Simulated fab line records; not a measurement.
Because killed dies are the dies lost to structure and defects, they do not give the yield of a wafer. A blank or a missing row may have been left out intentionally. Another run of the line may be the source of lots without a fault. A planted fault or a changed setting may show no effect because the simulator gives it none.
8D (eight disciplines) problem report, filled in by code + flow n5_finfet + the parts of the form that need people (team, actions taken, sign-off) are left out
Where a reading is given only as a bound, like >300, the bound stands for it, and a mean or a difference that rests on one is marked > or <: the true number lies beyond.

== 1. WHAT IS WRONG ==
Mean of raw_defect_count at N5_DUMMY_GATE_INSPECT_27: 1549 across 6 wafers in 2 lots; on wafers with no fault it is 316 (standard deviation 75). That puts it +16 standard deviations away from the usual mean.
The step: inspects for defects (brightfield).
Seen first at day 6 16:57 on defect_inspect-02, wafer L550.1. At this step, 12 wafers from 4 lots have a number in the record. By rule, "out" or "out of limits" means more than 4 standard deviations away from the usual mean. The rest of the wafers with a number are treated as sound.

== 2. WHAT IT IS AND WHAT IT IS NOT ==
| question                    | is                                   | is not                                                             |
|-----------------------------|--------------------------------------|--------------------------------------------------------------------|
| which readings at this step | raw_defect_count                     | -                                                                  |
| which lots                  | L550, L552                           | L543, L557                                                         |
| which wafers of those lots  | all that have a number               | -                                                                  |
| read on which gauges        | defect_inspect-01, defect_inspect-02 | -                                                                  |
| when                        | from day 6 16:57                     | up to then (3 sound wafers); but 3 sound wafers of L557 came after |

== 3. SUSPECTS, AND WHAT RULES EACH OUT ==
Counting: any tool at a process step up to the reading is kept as a suspect provided that every lot that is out went through it and no sound lot did after the first of them.
- the gauge at N5_DUMMY_GATE_INSPECT_27: ruled out. Those wafers that are out were read across 2 gauges (defect_inspect-01, defect_inspect-02).
- rie_diel-02 at N5_DUMMY_GATE_STRIP_41 (strips in O2): kept. It ran every lot that is out, first L550 (day 6 16:08), and no sound lot after that; its last sound lot up to then is L543 (day 5 06:14).
Remaining after the count: rie_diel-02 at N5_DUMMY_GATE_STRIP_41.

== 4. THE CAUSE (what the simulator had put in) ==
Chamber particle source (rie_diel-02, N5_DUMMY_GATE_STRIP_41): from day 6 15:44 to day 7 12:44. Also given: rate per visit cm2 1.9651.
Counting left only this tool.

== 5. SEQUENCE OF EFFECTS, ordered by route ==
One row per reading whose mean, taken over the struck wafers that have a number, lies over 3 standard deviations from the usual. Only readings for which the record gives a usual standard deviation are gone through. hours: the time from each lot's start at the first step in this table that gives one to its start at this step, as a median over the lots. sigmas: the change in usual standard deviations.
| hours | step                     | reading              | usual  | on struck wafers | change | sigmas      |
|-------|--------------------------|----------------------|--------|------------------|--------|-------------|
| 0     | N5_DUMMY_GATE_INSPECT_27 | raw_defect_count     | 316    | 1549             | +1233  | +16         |
| 1     | N5_SPACER0_INSPECT_04    | raw_defect_count     | 149    | 1431             | +1282  | +34         |
| 2     | N5_SD_EPI_N_INSPECT_11   | raw_defect_count     | 2.0    | >300             | >+298  | +99 or more |
| 289   | N5_PASSIVATION_PROBE_49  | defect_limited_yield | 91.5 % | 79.2             | -12.3  | -8.8        |
| 289   | N5_PASSIVATION_PROBE_49  | killed_at_front_end  | 37     | 190              | +152   | +14         |
| 289   | N5_PASSIVATION_PROBE_49  | killed_dies          | 101    | 245              | +144   | +8.5        |
| 289   | N5_PASSIVATION_PROBE_49  | sort_bin_5_function  | 5.0 %  | 12.6             | +7.6   | +7.8        |
| 289   | N5_PASSIVATION_PROBE_49  | sort_n_pass          | 1079   | 935              | -144   | -8.5        |
| 289   | N5_PASSIVATION_PROBE_49  | sort_yield_pct       | 91.4 % | 79.2             | -12.2  | -8.7        |
Its process steps:
- N5_PASSIVATION_PROBE_49
Later steps that measure or inspect, where all struck wafers having a row at the step show a number for every such reading and not one has moved that far: N5_BEOL_M4_RC_MEAS_101.

== 6. WHAT WOULD HAVE CAUGHT IT SOONER ==
In this record the first reading out of limits at a measuring or inspecting step was taken at day 6 16:57, 1 hour after the fault began at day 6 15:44.
Of the tool readings at N5_DUMMY_GATE_STRIP_41 for which the record gives a usual standard deviation, none was out on any struck wafer, so an alarm limit of 4 standard deviations on them would not have fired.
Among the 2 lots that are out, L552 began N5_DUMMY_GATE_STRIP_41 on rie_diel-02 after day 6 16:57. A hold on the tool at that time would have spared it.
